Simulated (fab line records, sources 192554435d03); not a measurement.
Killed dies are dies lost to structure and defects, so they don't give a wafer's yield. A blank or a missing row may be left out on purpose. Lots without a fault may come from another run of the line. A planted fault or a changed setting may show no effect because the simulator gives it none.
One fault seen from 2 desks | flow n5_finfet | each desk has only its own numbers; what lay behind them comes last

THE TOOL OWNER'S DESK: cmp-01
The tool's own readings at N5_GATE_CUT_CMP_61 (polishes, stops on SiNx, t overpolish 3 s): means of the sampled wafers that have a number, for each lot that ran on this tool. A lot is out of limits, marked OUT, if its mean lies more than 4 standard deviations from the usual mean; the brackets give that distance.
Columns: A = motor_current_A at N5_GATE_CUT_CMP_61, usual 12.3 A
lot  | first seen here | A
L703 | day 4 23:10     | 11.3
L706 | day 5 16:49     | 11.2
L713 | day 7 11:36     | 11.9
L715 | day 7 21:59     | 12.2
This desk's finding: nothing out of limits on any of the 4 lots.

THE DEFECT DESK
What the inspections along the route counted, lot by lot: means of the sampled wafers that have a number. A lot is out of limits, marked OUT, if its mean lies more than 4 standard deviations from the usual mean; the brackets give that distance.
Columns: A = raw_defect_count at N5_GATE_CUT_INSPECT_26, usual 42; B = raw_defect_count at N5_MOL_CONTACT_COAG_INSPECT_10, usual 73
lot  | first seen here | A              | B
L703 | day 4 23:22     | 22             | 46
L704 | day 5 05:14     | 31             | 59
L706 | day 5 17:01     | 39             | 68
L707 | day 5 23:11     | 78             | 136
L712 | day 7 05:26     | 23             | 40
L713 | day 7 11:50     | 336 (+14) OUT  | 361 (+8.7) OUT
L715 | day 7 22:14     | 179 (+6.5) OUT | 202
L716 | day 8 00:07     | 22             | 36
L722 | day 9 17:00     | 41             | 69
L723 | day 9 19:59     | 52             | 89
This desk's finding: out of limits on L713, L715; first on L713, day 7 11:50 (raw_defect_count at N5_GATE_CUT_INSPECT_26). In limits: L703, L704, L706, L707, L712, L716, L722, L723.

PUT TOGETHER
The defect desk could have raised an alarm at day 7 11:50, on L713, L715.
The tool owner's desk saw nothing out of limits.
The tool owner's desk has L713, L715 on record, within its limits.
Of the lots named, all ran N5_GATE_CUT_CMP_61 on cmp-01.

WHAT THE SIMULATOR HAD PUT IN
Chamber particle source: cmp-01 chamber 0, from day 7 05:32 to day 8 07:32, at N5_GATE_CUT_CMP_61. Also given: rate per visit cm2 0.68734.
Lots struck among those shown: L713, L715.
Hours from the fault's start to each desk's first reading out of limits: the defect desk, 6.
